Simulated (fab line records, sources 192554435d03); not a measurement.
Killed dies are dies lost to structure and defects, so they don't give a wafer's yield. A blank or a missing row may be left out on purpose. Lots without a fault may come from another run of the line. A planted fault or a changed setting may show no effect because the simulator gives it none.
Which tool did it? | flow n5_finfet | 10 lots, 30 wafers sampled, at 4 steps of a route of 1938

WHAT THE GAUGES READ, wafer by wafer
N5_BEOL_M7_OCD_MEAS_38.
lot  | measured     | on     | trench_depth_nm (nm)
L103 | day 9 04:49  | ocd-02 | 93.2 89.8 93.1
L107 | day 10 05:38 | ocd-02 | 94.1 94.4 94.6
L108 | day 11 08:04 | ocd-01 | 95.5 93.9 94.0
L112 | day 11 14:58 | ocd-01 | 94.3 94.8 93.2
L114 | day 12 00:52 | ocd-01 | 93.1 93.5 93.0
L115 | day 12 05:57 | ocd-02 | 91.8 92.5 90.8
L119 | day 13 04:32 | ocd-01 | 93.0 92.4 92.2
L118 | day 13 10:35 | ocd-02 | 92.7 91.4 93.8
L122 | day 14 03:16 | ocd-01 | 93.3 92.8 95.6
L124 | day 14 10:53 | ocd-01 | 92.9 92.7 92.2

WHICH TOOL RAN EACH LOT (tool, then ch and the chambers of the sampled wafers, then the start)
lot  | N5_BEOL_M7_ETCH_62                 | N5_BEOL_M7_DESCUM_33               | N5_BEOL_M7_VIA_ETCH_34
L103 | rie_diel-06 ch 0,2, day 9 03:25    | rie_diel-06 ch 0,1,2, day 9 04:23  | rie_diel-06 ch 0,1,2, day 9 04:34
L107 | rie_diel-05 ch 0,1,2, day 10 02:46 | rie_diel-06 ch 0,1, day 10 05:13   | rie_diel-06 ch 0,1, day 10 05:23
L108 | rie_diel-06 ch 0,1,3, day 11 05:35 | rie_diel-06 ch 0,1,3, day 11 07:38 | rie_diel-06 ch 0,1,3, day 11 07:49
L112 | rie_diel-06 ch 0,1, day 11 11:19   | rie_diel-06 ch 0,1,3, day 11 14:32 | rie_diel-06 ch 0,1,3, day 11 14:43
L114 | rie_diel-06 ch 0,1, day 11 22:28   | rie_diel-05 ch 1,2,3, day 12 00:26 | rie_diel-05 ch 1,2,3, day 12 00:37
L115 | rie_diel-01 ch 1,2,3, day 12 03:40 | rie_diel-05 ch 0,2,3, day 12 05:31 | rie_diel-05 ch 0,2,3, day 12 05:42
L119 | rie_diel-06 ch 1,2,3, day 13 03:03 | rie_diel-05 ch 0,1,3, day 13 04:07 | rie_diel-05 ch 0,1,2, day 13 04:17
L118 | rie_diel-06 ch 0,1, day 13 08:26   | rie_diel-05 ch 0,2,3, day 13 10:10 | rie_diel-05 ch 0,2,3, day 13 10:20
L122 | rie_diel-05 ch 1,2,3, day 14 01:24 | rie_diel-01 ch 0,1,3, day 14 02:51 | rie_diel-01 ch 0,1,3, day 14 03:02
L124 | rie_diel-01 ch 0,2, day 14 09:22   | rie_diel-05 ch 0,2, day 14 10:28   | rie_diel-05 ch 0,2, day 14 10:38
- N5_BEOL_M7_ETCH_62: etches SOC in N2/H2, target depth 110 nm, overetch 22 nm, time 165 s.
- N5_BEOL_M7_DESCUM_33: chemistry O2, time 7 s.
- N5_BEOL_M7_VIA_ETCH_34: etches SiCOH lowk in C4F6/O2, target depth 125.5 nm, time 50.5 s.

THE ANSWER, worked out from the rows above alone
Rule: what is usual is taken from the lots themselves. Put in order of their means at a reading, lots are off if they are a third of the lots or fewer, leave a main group of 4 or more, and stand apart from it by a gap of 3 or more times the standard deviation of the main group's means; of several such gaps the widest counts. A main group whose means are all the same, to the digits that the tables above print for the reading, isn't used. A lot without any number at a reading at which 4 lots or more have one is off too. The other lots that the step has rows for count as sound.
No lot is off at any reading shown: from this, nothing can be told.

WHAT THE SIMULATOR HAD PUT IN
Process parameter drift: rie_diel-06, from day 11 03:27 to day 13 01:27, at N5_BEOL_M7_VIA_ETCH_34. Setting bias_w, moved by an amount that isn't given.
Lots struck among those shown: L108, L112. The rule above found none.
